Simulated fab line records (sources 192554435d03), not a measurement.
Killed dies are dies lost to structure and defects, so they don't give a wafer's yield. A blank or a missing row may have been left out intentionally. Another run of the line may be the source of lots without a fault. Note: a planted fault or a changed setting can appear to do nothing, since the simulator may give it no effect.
Split-lot trial / flow n5 finfet / 39 wafers read across 7 lots, on a route 1938 steps long

== THE SPLIT ITSELF ==
At N5_BEOL_M8_HM_DEP_02 (deposits TiN, target thk 20 nm), the setting target thk a was moved away from the recipe's 200 angstrom on 12 of the 39 wafers read, by -56.5% to +27.4%. The other wafers ran this setting at the recipe's value.

== FROM THE SPLIT TO THE READING: what the file shows between them, 4 steps ==
- N5_BEOL_M8_COAT_59: time 60 s, resist thk 100 nm
- N5_BEOL_M8_COAT_60: time 60 s, resist thk 35 nm
- N5_BEOL_M8_STRIP_68: strips in N2/H2
- N5_BEOL_M8_STRIP_67: strips in CF4

== THE READING ==
etch.depth nm (the simulator's own value, which no gauge read), in nm, at N5_BEOL_M8_HM_OPEN_17 (chemistry Cl2/BCl3, target TiN, target depth 20 nm, overetch 6 nm). The file does not state a usual value for it. The 27 wafers here that ran the recipe average 20.133 nm, standard deviation 0.22 nm.

wafer=L083.1; tool, chamber at the split=pvd sputter-03, -; target thk a as run, angstrom=200; against the recipe=recipe; etch.depth nm, nm=20.3; against lot-mates on the recipe=-
wafer=L083.3; tool, chamber at the split=pvd sputter-03, -; target thk a as run, angstrom=200; against the recipe=recipe; etch.depth nm, nm=20.3; against lot-mates on the recipe=-
wafer=L083.2; tool, chamber at the split=pvd sputter-03, -; target thk a as run, angstrom=200; against the recipe=recipe; etch.depth nm, nm=20.34; against lot-mates on the recipe=-
wafer=L083.4; tool, chamber at the split=pvd sputter-03, -; target thk a as run, angstrom=200; against the recipe=recipe; etch.depth nm, nm=20.55; against lot-mates on the recipe=-
wafer=L083.5; tool, chamber at the split=pvd sputter-03, -; target thk a as run, angstrom=200; against the recipe=recipe; etch.depth nm, nm=20.37; against lot-mates on the recipe=-
wafer=L083.6; tool, chamber at the split=pvd sputter-03, -; target thk a as run, angstrom=200; against the recipe=recipe; etch.depth nm, nm=20.56; against lot-mates on the recipe=-
wafer=L086.1; tool, chamber at the split=pvd sputter-03, -; target thk a as run, angstrom=200; against the recipe=recipe; etch.depth nm, nm=20.33; against lot-mates on the recipe=-
wafer=L086.2; tool, chamber at the split=pvd sputter-03, -; target thk a as run, angstrom=254.8; against the recipe=+27.4%; etch.depth nm, nm=25.79; against lot-mates on the recipe=+5.500
wafer=L086.3; tool, chamber at the split=pvd sputter-03, -; target thk a as run, angstrom=254.8; against the recipe=+27.4%; etch.depth nm, nm=25.79; against lot-mates on the recipe=+5.500
wafer=L086.4; tool, chamber at the split=pvd sputter-03, -; target thk a as run, angstrom=254.8; against the recipe=+27.4%; etch.depth nm, nm=25.84; against lot-mates on the recipe=+5.550
wafer=L086.5; tool, chamber at the split=pvd sputter-03, -; target thk a as run, angstrom=200; against the recipe=recipe; etch.depth nm, nm=20.26; against lot-mates on the recipe=-
wafer=L086.6; tool, chamber at the split=pvd sputter-03, -; target thk a as run, angstrom=200; against the recipe=recipe; etch.depth nm, nm=20.28; against lot-mates on the recipe=-
wafer=L089.1; tool, chamber at the split=pvd sputter-02, -; target thk a as run, angstrom=200; against the recipe=recipe; etch.depth nm, nm=19.69; against lot-mates on the recipe=-
wafer=L089.2; tool, chamber at the split=pvd sputter-02, -; target thk a as run, angstrom=200; against the recipe=recipe; etch.depth nm, nm=19.97; against lot-mates on the recipe=-
wafer=L089.3; tool, chamber at the split=pvd sputter-02, -; target thk a as run, angstrom=200; against the recipe=recipe; etch.depth nm, nm=20; against lot-mates on the recipe=-
wafer=L089.4; tool, chamber at the split=pvd sputter-02, -; target thk a as run, angstrom=200; against the recipe=recipe; etch.depth nm, nm=19.95; against lot-mates on the recipe=-
wafer=L089.5; tool, chamber at the split=pvd sputter-02, -; target thk a as run, angstrom=200; against the recipe=recipe; etch.depth nm, nm=19.96; against lot-mates on the recipe=-
wafer=L089.6; tool, chamber at the split=pvd sputter-02, -; target thk a as run, angstrom=200; against the recipe=recipe; etch.depth nm, nm=19.89; against lot-mates on the recipe=-
wafer=L088.1; tool, chamber at the split=pvd sputter-03, -; target thk a as run, angstrom=200; against the recipe=recipe; etch.depth nm, nm=20.23; against lot-mates on the recipe=-
wafer=L088.2; tool, chamber at the split=pvd sputter-03, -; target thk a as run, angstrom=90.48; against the recipe=-54.8%; etch.depth nm, nm=9.308; against lot-mates on the recipe=-10.842
wafer=L088.3; tool, chamber at the split=pvd sputter-03, -; target thk a as run, angstrom=200; against the recipe=recipe; etch.depth nm, nm=20.18; against lot-mates on the recipe=-
wafer=L088.4; tool, chamber at the split=pvd sputter-03, -; target thk a as run, angstrom=200; against the recipe=recipe; etch.depth nm, nm=20.04; against lot-mates on the recipe=-
wafer=L088.5; tool, chamber at the split=pvd sputter-03, -; target thk a as run, angstrom=90.48; against the recipe=-54.8%; etch.depth nm, nm=9.21; against lot-mates on the recipe=-10.940
wafer=L088.6; tool, chamber at the split=pvd sputter-03, -; target thk a as run, angstrom=90.48; against the recipe=-54.8%; etch.depth nm, nm=9.262; against lot-mates on the recipe=-10.888
wafer=L095.1; tool, chamber at the split=pvd sputter-01, -; target thk a as run, angstrom=200; against the recipe=recipe; etch.depth nm, nm=20.2; against lot-mates on the recipe=-
wafer=L095.2; tool, chamber at the split=pvd sputter-01, -; target thk a as run, angstrom=254.9; against the recipe=+27.4%; etch.depth nm, nm=25.42; against lot-mates on the recipe=+5.467
wafer=L095.3; tool, chamber at the split=pvd sputter-01, -; target thk a as run, angstrom=200; against the recipe=recipe; etch.depth nm, nm=19.69; against lot-mates on the recipe=-
wafer=L095.4; tool, chamber at the split=pvd sputter-01, -; target thk a as run, angstrom=254.9; against the recipe=+27.4%; etch.depth nm, nm=25.47; against lot-mates on the recipe=+5.517
wafer=L095.5; tool, chamber at the split=pvd sputter-01, -; target thk a as run, angstrom=200; against the recipe=recipe; etch.depth nm, nm=19.97; against lot-mates on the recipe=-
wafer=L095.6; tool, chamber at the split=pvd sputter-01, -; target thk a as run, angstrom=254.9; against the recipe=+27.4%; etch.depth nm, nm=25.13; against lot-mates on the recipe=+5.177
wafer=L094.1; tool, chamber at the split=pvd sputter-01, -; target thk a as run, angstrom=200; against the recipe=recipe; etch.depth nm, nm=19.92; against lot-mates on the recipe=-
wafer=L094.2; tool, chamber at the split=pvd sputter-01, -; target thk a as run, angstrom=200; against the recipe=recipe; etch.depth nm, nm=20.01; against lot-mates on the recipe=-
wafer=L094.3; tool, chamber at the split=pvd sputter-01, -; target thk a as run, angstrom=86.98; against the recipe=-56.5%; etch.depth nm, nm=8.382; against lot-mates on the recipe=-11.595
wafer=L094.4; tool, chamber at the split=pvd sputter-01, -; target thk a as run, angstrom=86.98; against the recipe=-56.5%; etch.depth nm, nm=8.922; against lot-mates on the recipe=-11.055
wafer=L094.5; tool, chamber at the split=pvd sputter-01, -; target thk a as run, angstrom=200; against the recipe=recipe; etch.depth nm, nm=20; against lot-mates on the recipe=-
wafer=L094.6; tool, chamber at the split=pvd sputter-01, -; target thk a as run, angstrom=86.98; against the recipe=-56.5%; etch.depth nm, nm=8.538; against lot-mates on the recipe=-11.439
wafer=L097.2; tool, chamber at the split=pvd sputter-01, -; target thk a as run, angstrom=200; against the recipe=recipe; etch.depth nm, nm=20.34; against lot-mates on the recipe=-
wafer=L097.3; tool, chamber at the split=pvd sputter-01, -; target thk a as run, angstrom=200; against the recipe=recipe; etch.depth nm, nm=20.08; against lot-mates on the recipe=-
wafer=L097.6; tool, chamber at the split=pvd sputter-01, -; target thk a as run, angstrom=200; against the recipe=recipe; etch.depth nm, nm=20.18; against lot-mates on the recipe=-

THE FIT
A straight line over all 39 wafers: etch.depth nm changes by +0.201 nm for each +1% of target thk a; r = +1.00; the points scatter about the line by 0.24 nm.
The same after taking each lot's own level away (the mean of its wafers on the recipe; 39 wafers): +0.2 nm for each +1%; r = +1.00; scatter 0.13 nm.
That fit puts the effect of the largest move of target thk a on the reading at 11 nm.
Across the lots, their own levels run from 19.9100 to 20.4033 nm, a range of 2.2 times the standard deviation given above.
The two slopes are in agreement: the lot-to-lot level therefore moves the slope only a little.
Check: for one of the wafers moved furthest among these (-56.5%), held out of the fit, the line's prediction against its lot-mates is -11.2 nm. It came out at -11.6 nm against them.

== THE OTHER SPLITS THESE WAFERS WENT THROUGH ==
Note: prior to the reading, these wafers also went through further splits. Each is held against what the fit with the lots' levels taken away leaves over:
other split on the same wafers=N5_BEOL_M1_TRENCH_ETCH_37 time s; wafers away from the commonest value=9; r with etch.depth nm (lot level and that fit taken away)=+0.01
other split on the same wafers=N5_BEOL_M7_ILD_DEP_00 time s; wafers away from the commonest value=18; r with etch.depth nm (lot level and that fit taken away)=-0.03

== THE WHOLE CHAIN: every reading that the file lists as answering this split, in the file's order ==
step=N5_BEOL_M8_HM_DEP_02; what it does=deposits TiN, target thk 20 nm; reading=TiN_of_BEOL_M8_HM_DEP_02.thk nm (the simulator's own value, which no gauge read); change (the file's fit)=+0.199 nm for each +1% of the setting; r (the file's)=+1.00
step=N5_BEOL_M8_HM_OPEN_17; what it does=chemistry Cl2/BCl3, target TiN, target depth 20 nm, overetch 6 nm; reading=etch.depth nm (the simulator's own value, which no gauge read); change (the file's fit)=+0.2 nm for each +1% of the setting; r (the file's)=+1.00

== FILE'S OWN FIT ==
etch.depth nm changes by +0.2 nm for each +1% of target thk a, r = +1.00.
